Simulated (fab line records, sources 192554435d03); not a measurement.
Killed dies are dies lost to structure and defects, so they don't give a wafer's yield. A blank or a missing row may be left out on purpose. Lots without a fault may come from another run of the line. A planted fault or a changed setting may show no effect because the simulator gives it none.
Split-lot experiment | flow n5_finfet | 7 lots, 21 wafers read, on a route of 1938 steps

THE SPLIT
At N5_BEOL_M8_ETCH_66 (etches SOC in N2/H2, target depth 80 nm, overetch 16 nm, time 120 s), the setting bias_w was moved away from the recipe's 150 W on 10 of the 21 wafers read, by -17.1% to +13.2%. The other wafers ran this setting at the recipe's value.

The reading is taken at the split's own step.

THE READING
rf_vpp_V, in V, at N5_BEOL_M8_ETCH_66 (etches SOC in N2/H2, target depth 80 nm, overetch 16 nm, time 120 s). Fault-free wafers of this fab line usually give 523.7 V, standard deviation 2.1 V.

wafer  | tool, chamber at the split | bias_w as run, W | against the recipe | rf_vpp_V, V | against lot-mates on the recipe
L074.1 | rie_diel-03, 1             | 124.3            | -17.1%             | 466.6       | -55.9
L074.3 | rie_diel-03, 0             | 124.3            | -17.1%             | 464.3       | -58.2
L074.4 | rie_diel-03, 3             | 150              | recipe             | 522.5       | -
L077.1 | rie_diel-03, 1             | 150              | recipe             | 527.0       | -
L077.2 | rie_diel-03, 3             | 133.3            | -11.1%             | 486.3       | -40.7
L077.4 | rie_diel-03, 0             | 133.3            | -11.1%             | 486.7       | -40.3
L080.3 | rie_diel-01, 1             | 150              | recipe             | 524.7       | -
L080.4 | rie_diel-01, 3             | 138              | -8.0%              | 498.1       | -26.5
L080.5 | rie_diel-01, 1             | 150              | recipe             | 524.5       | -
L085.2 | rie_diel-03, 2             | 150              | recipe             | 524.7       | -
L085.3 | rie_diel-03, 1             | 150              | recipe             | 525.0       | -
L085.4 | rie_diel-03, 0             | 150              | recipe             | 522.2       | -
L092.1 | rie_diel-03, 2             | 169.8            | +13.2%             | 567.3       | +42.3
L092.2 | rie_diel-03, 1             | 150              | recipe             | 525.1       | -
L092.4 | rie_diel-03, 0             | 150              | recipe             | 524.9       | -
L093.1 | rie_diel-01, 1             | 150              | recipe             | 524.6       | -
L093.3 | rie_diel-01, 0             | 142              | -5.3%              | 510.2       | -14.4
L093.4 | rie_diel-01, 2             | 142              | -5.3%              | 502.9       | -21.7
L095.1 | rie_diel-04, 3             | 135              | -10.0%             | 486.4       | -34.5
L095.2 | rie_diel-04, 2             | 135              | -10.0%             | 486.7       | -34.2
L095.5 | rie_diel-04, 3             | 150              | recipe             | 520.9       | -

THE FIT
A straight line over all 21 wafers: rf_vpp_V changes by +3.42 V for each +1% of bias_w; r = +1.00; the points scatter about the line by 2.1 V.
The same after taking each lot's own level away (the mean of its wafers on the recipe; 21 wafers): +3.36 V for each +1%; r = +1.00; scatter 1.7 V.
On that fit, the largest move of bias_w shifts the reading by 58 V.
The lots' own levels span 520.90 to 527.00 V, that is 2.9 times the standard deviation above.
So the lot-to-lot level changes the slope little: the two slopes agree.
Check: with one of the wafers moved furthest among these (-17.1%) left out of the fit, the line predicts -58.6 V for it against its lot-mates. It came out at -55.9 V against them.
Tool readings at the split's step, against how far the setting was moved: rf_vpp_V r = +1.00.

OTHER SPLITS ON THESE WAFERS
These wafers also went through other splits before the reading. Each is held against what the fit with the lots' levels taken away leaves over:
other split on the same wafers   | wafers away from the commonest value | r with rf_vpp_V (lot level and that fit taken away)
N5_BEOL_M1_TRENCH_ETCH_37 time_s | 6                                    | -0.21
N5_BEOL_M2_ALD_98 ald_cycles     | 9                                    | +0.14
N5_BEOL_M4_COAT_05 spin_rpm      | 10                                   | +0.01
N5_BEOL_M5_COAT_74 spin_rpm      | 4                                    | -0.25
N5_BEOL_M5_COAT_22 spin_rpm      | 4                                    | -0.37
N5_BEOL_M7_DESCUM_33 time_s      | 5                                    | -0.14

THE WHOLE CHAIN: every reading that the file lists as answering this split, in the file's order
step               | what it does                                                        | reading                                                                          | change (the file's fit)                | r (the file's)
N5_BEOL_M8_ETCH_66 | etches SOC in N2/H2, target depth 80 nm, overetch 16 nm, time 120 s | rf_vpp_V                                                                         | +3.36 V for each +1% of the setting    | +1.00
N5_BEOL_M8_ETCH_66 | etches SOC in N2/H2, target depth 80 nm, overetch 16 nm, time 120 s | SiARC_of_BEOL_M8_COAT_64.thk_nm (the simulator's own value, which no gauge read) | -0.0809 nm for each +1% of the setting | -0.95

THE FILE'S OWN FIT
rf_vpp_V changes by +3.36 V for each +1% of bias_w, r = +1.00.
